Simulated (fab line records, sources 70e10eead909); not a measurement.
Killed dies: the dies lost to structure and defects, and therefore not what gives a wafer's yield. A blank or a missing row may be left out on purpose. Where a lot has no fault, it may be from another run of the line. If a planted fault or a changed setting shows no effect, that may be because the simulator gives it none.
Matching of chambers || flow nandHarc || NHARC_A_SLIT_DEP_25 on pecvd-01 has 3 sister chambers
The step deposits SiO2, target thk 200 nm. 14 wafers are shown with their chamber, then 7 later ones without.

== WAFERS, EACH WITH ITS CHAMBER ==
{"wafer": "L075.1", "chamber": 0, "throttleValvePct (%)": 15.1, "heaterPowerW (W)": 437}
{"wafer": "L075.2", "chamber": 2, "throttleValvePct (%)": 16.9, "heaterPowerW (W)": 595}
{"wafer": "L075.4", "chamber": 1, "throttleValvePct (%)": 16.2, "heaterPowerW (W)": 661}
{"wafer": "L078.2", "chamber": 2, "throttleValvePct (%)": 16.9, "heaterPowerW (W)": 593}
{"wafer": "L078.3", "chamber": 1, "throttleValvePct (%)": 16.1, "heaterPowerW (W)": 608}
{"wafer": "L078.6", "chamber": 2, "throttleValvePct (%)": 16.7, "heaterPowerW (W)": 611}
{"wafer": "L079.2", "chamber": 1, "throttleValvePct (%)": 16.5, "heaterPowerW (W)": 570}
{"wafer": "L079.4", "chamber": 2, "throttleValvePct (%)": 17.1, "heaterPowerW (W)": 646}
{"wafer": "L079.6", "chamber": 1, "throttleValvePct (%)": 16.4, "heaterPowerW (W)": 586}
{"wafer": "L084.1", "chamber": 0, "throttleValvePct (%)": 15.4, "heaterPowerW (W)": 580}
{"wafer": "L084.3", "chamber": 2, "throttleValvePct (%)": 16.8, "heaterPowerW (W)": 646}
{"wafer": "L084.6", "chamber": 0, "throttleValvePct (%)": 15.1, "heaterPowerW (W)": 437}
{"wafer": "L083.1", "chamber": 1, "throttleValvePct (%)": 16.7, "heaterPowerW (W)": 622}
{"wafer": "L083.3", "chamber": 2, "throttleValvePct (%)": 16.8, "heaterPowerW (W)": 597}

SIGNATURES, as means of the wafers listed above
{"reading": "throttleValvePct", "chamber 0": 15.200, "chamber 1": 16.380, "chamber 2": 16.867, "scatter within a chamber": 0.186}
{"reading": "heaterPowerW", "chamber 0": 484.67, "chamber 1": 609.40, "chamber 2": 614.67, "scatter within a chamber": 44.4}
Rule: a wafer lies at a distance from a chamber equal to the root of the sum of squares, over the readings, of (its reading less the chamber's mean, divided by the reading's scatter). The wafer belongs to the nearest chamber; if the next one is less than 2 further off, it can't be placed. The scatter: take each reading less its chamber's mean, square it, sum over the shown wafers, divide by the number of wafers less the number of chambers, and take the root.

== WAFERS MISSING THEIR CHAMBER ==
{"wafer": "L083.6", "throttleValvePct (%)": 15.5, "heaterPowerW (W)": 501}
{"wafer": "L091.2", "throttleValvePct (%)": 16.9, "heaterPowerW (W)": 645}
{"wafer": "L091.4", "throttleValvePct (%)": 16.5, "heaterPowerW (W)": 565}
{"wafer": "L091.6", "throttleValvePct (%)": 17.1, "heaterPowerW (W)": 650}
{"wafer": "L097.1", "throttleValvePct (%)": 15.7, "heaterPowerW (W)": 526}
{"wafer": "L097.4", "throttleValvePct (%)": 15.7, "heaterPowerW (W)": 506}
{"wafer": "L097.6", "throttleValvePct (%)": 16.8, "heaterPowerW (W)": 567}

== THE CHAMBER EACH PASSED THROUGH ==
{"wafer": "L083.6", "from the rows above": 0, "in truth": 0}
{"wafer": "L091.2", "from the rows above": 2, "in truth": 2}
{"wafer": "L091.4", "from the rows above": "can't be placed: 1 or 2", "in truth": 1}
{"wafer": "L091.6", "from the rows above": 2, "in truth": 2}
{"wafer": "L097.1", "from the rows above": "can't be placed: 0 or 1", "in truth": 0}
{"wafer": "L097.4", "from the rows above": "can't be placed: 0 or 1", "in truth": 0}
{"wafer": "L097.6", "from the rows above": "can't be placed: 2 or 1", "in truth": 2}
Correct placement for 3 of the 7. Unplaceable from these rows: 4, with the true chamber sitting among the candidates in 4. Placed wrongly: 0.
